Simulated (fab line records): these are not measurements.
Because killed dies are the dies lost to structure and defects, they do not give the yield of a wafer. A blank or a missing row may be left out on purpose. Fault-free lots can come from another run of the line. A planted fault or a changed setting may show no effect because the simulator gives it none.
A single fault, viewed from 3 desks	flow n5Finfet	each desk has only its own numbers; what lay behind them comes last

AT THE TOOL OWNER'S DESK: rieMetal-01
The tool's own readings at N5_BEOL_M8_HM_OPEN_17 (chemistry Cl2/BCl3, target TiN, target depth 20 nm, overetch 6 nm): means of the sampled wafers that have a number, for each lot that ran on this tool. Any lot whose mean is over 4 standard deviations away from the usual mean is out of limits and marked OUT; that distance is given in the brackets.
Columns: A = drypumpMotorCurrentA at N5_BEOL_M8_HM_OPEN_17, usual 6.01 A; B = oesProductAu at N5_BEOL_M8_HM_OPEN_17, usual 0.65 a.u.; C = throttleValvePct at N5_BEOL_M8_HM_OPEN_17, usual 22.22 %
lot	first seen here	A	B	C
L937	day 9 20:50	6.17	0.62	22.19
L943	day 11 20:53	5.73	0.54	22.16
This desk's verdict: no lot among the 2 shows anything out of limits.

METROLOGY DESK
What the gauges read, lot by lot, whatever tool the lot ran on: means of the sampled wafers that have a number. Any lot whose mean is over 4 standard deviations away from the usual mean is out of limits and marked OUT; that distance is given in the brackets.
Columns: A = cdNm at N5_BEOL_M8_CD_MEAS_11, usual 38.3 nm; B = M8_OVL at N5_BEOL_M8_OVL_MEAS_12, usual -0.4 nm
lot	first seen here	A	B
L935	day 9 07:31	38.3	-0.0
L937	day 9 20:17	38.4	0.5
L943	day 11 20:31	38.2	-0.8
L951	day 13 04:55	37.9	0.4
L952	day 13 10:42	38.5	0.2
This desk's verdict: no lot among the 5 shows anything out of limits.

THE DEFECT DESK
For each lot, the counts of the inspections along the route, averaged over the sampled wafers that have a number. Any lot whose mean is over 4 standard deviations away from the usual mean is out of limits and marked OUT; that distance is given in the brackets.
Columns: A = rawDefectCount at N5_BEOL_M8_INSPECT_13, usual 384
lot	first seen here	A
L935	day 9 07:34	481
L937	day 9 20:20	339
L943	day 11 20:34	583
L951	day 13 04:58	482
L952	day 13 10:45	362
This desk's verdict: no lot among the 5 shows anything out of limits.

ALL TOGETHER
The tool owner's desk saw nothing out of limits.
At the metrology desk, nothing out of limits was observed.
The defect desk saw nothing out of limits.

WHAT WAS PUT IN BY THE SIMULATOR
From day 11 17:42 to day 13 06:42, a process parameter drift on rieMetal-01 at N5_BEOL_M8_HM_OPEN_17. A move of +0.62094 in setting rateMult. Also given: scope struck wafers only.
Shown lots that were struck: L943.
